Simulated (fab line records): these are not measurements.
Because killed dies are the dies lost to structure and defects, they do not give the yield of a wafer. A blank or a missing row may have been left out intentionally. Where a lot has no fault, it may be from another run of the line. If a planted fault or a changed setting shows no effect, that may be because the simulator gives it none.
Code-filled problem report in 8D (eight disciplines) form | flow n5Finfet | the parts of the form that need people (team, actions taken, sign-off) are left out

== 1. THE PROBLEM ==
N5_SD_EPI_P_INSPECT_26, rawDefectCount: mean 747 over 1 wafer from 1 lot; wafers with no fault: 176, standard deviation 39. That is +15 standard deviations from the usual mean.
The step: inspects for defects (darkfield).
Seen first at day 7 10:57 on defectInspect-02, wafer L572.3. The record holds 34 wafers of 12 lots with a number at this step. The rule behind "out" and "out of limits": a value lying over 4 standard deviations away from the usual mean. The other wafers with a number count as sound.

== 2. WHAT THIS IS AND IS NOT ==
question                    | is               | is not
which readings at this step | rawDefectCount   | -
which lots                  | L572             | L556, L558, L559, L560, L561, L562, L563, L573, L575, L576, L578
which wafers of those lots  | L572.3           | L572.4, L572.6
read on which gauges        | defectInspect-02 | defectInspect-01
when                        | from day 7 10:57 | up to then (23 sound wafers); but 10 sound wafers of L573, L575, L576, L578 came after

== 3. THE SUSPECTS, EACH WITH WHAT RULES IT OUT ==
Counting: any tool at a process step up to the reading remains a suspect provided it ran every lot that is out. Sound lots after the first of them don't rule it out here, since some wafers of a struck lot are sound.
- the gauge at N5_SD_EPI_P_INSPECT_26 has been ruled out. All the wafers that are out were read on defectInspect-02, but those of them that N5_PASSIVATION_PROBE_49 has rows for are out there too, on other tools.
- rieDiel-06 at N5_SD_EPI_P_ETCH_16 (etches SiO2 in CHF3/O2, target depth 5 nm): kept. The lot that is out, L572, ran on it at day 7 06:58; the last sound lot it ran before that was L562, at day 4 17:47.
- rieSi-01 at N5_SD_EPI_P_SD_RECESS_17 (chemistry HBr/Cl2/O2, target depth 39.1 nm, bt time 3 s): kept. The lot that is out, L572, ran on it at day 7 07:02; the last sound lot it ran before that was L562, at day 4 17:52.
- wetBench-05 at N5_SD_EPI_P_HM_STRIP_48 (strips SiNx in H3PO4, material SiNx, target depth 3 nm): kept. The lot that is out, L572, ran on it at day 7 10:49; the last sound lot it ran before that was L563, at day 5 05:02.
- Within rieDiel-06 at N5_SD_EPI_P_ETCH_16: the wafers that are out ran in chamber 3; their sound lot-mates ran in chambers 1, 2.
- Within wetBench-05 at N5_SD_EPI_P_HM_STRIP_48: the wafers that are out ran in chamber 4; their sound lot-mates ran in chambers 2, 6.
After the count, these remain: rieDiel-06 at N5_SD_EPI_P_ETCH_16, rieSi-01 at N5_SD_EPI_P_SD_RECESS_17 and wetBench-05 at N5_SD_EPI_P_HM_STRIP_48.

== 4. THE CAUSE (what the simulator had put in) ==
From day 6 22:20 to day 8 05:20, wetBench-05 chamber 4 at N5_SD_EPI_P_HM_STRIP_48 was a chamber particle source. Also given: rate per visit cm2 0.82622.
3 suspects survive the count, and this tool is in that group.

== 5. SEQUENCE OF EFFECTS, ordered by route ==
Each row: a reading whose mean over the struck wafers that have a number lies more than 3 standard deviations from the usual. Only readings whose record carries a usual standard deviation are examined. hours: median over the lots of the time between each lot's start at the first step of this table that gives one and its start at this step. sigmas: the change, counted in usual standard deviations.
hours | step                    | reading          | usual | on struck wafers | change | sigmas
0     | N5_SD_EPI_P_INSPECT_26  | rawDefectCount   | 176   | 747              | +571   | +15
213   | N5_PASSIVATION_PROBE_49 | killedAtFrontEnd | 39    | 148              | +109   | +7.8
213   | N5_PASSIVATION_PROBE_49 | killedDies       | 100   | 186              | +86    | +5.1
Process steps it contains:
- N5_PASSIVATION_PROBE_49

== 6. WHAT WOULD HAVE CAUGHT IT SOONER ==
In this record the first reading out of limits at a measuring or inspecting step was taken at day 7 10:57, 13 hours after the fault began at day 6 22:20.
An alarm limit of 4 standard deviations would not have fired on the tool readings at N5_SD_EPI_P_HM_STRIP_48 for which the record gives a usual standard deviation, since none of them was out on any struck wafer.
By day 7 10:57, every lot that is out (1) had started N5_SD_EPI_P_HM_STRIP_48 on wetBench-05. None of them would have been spared by holding the tool at that moment.
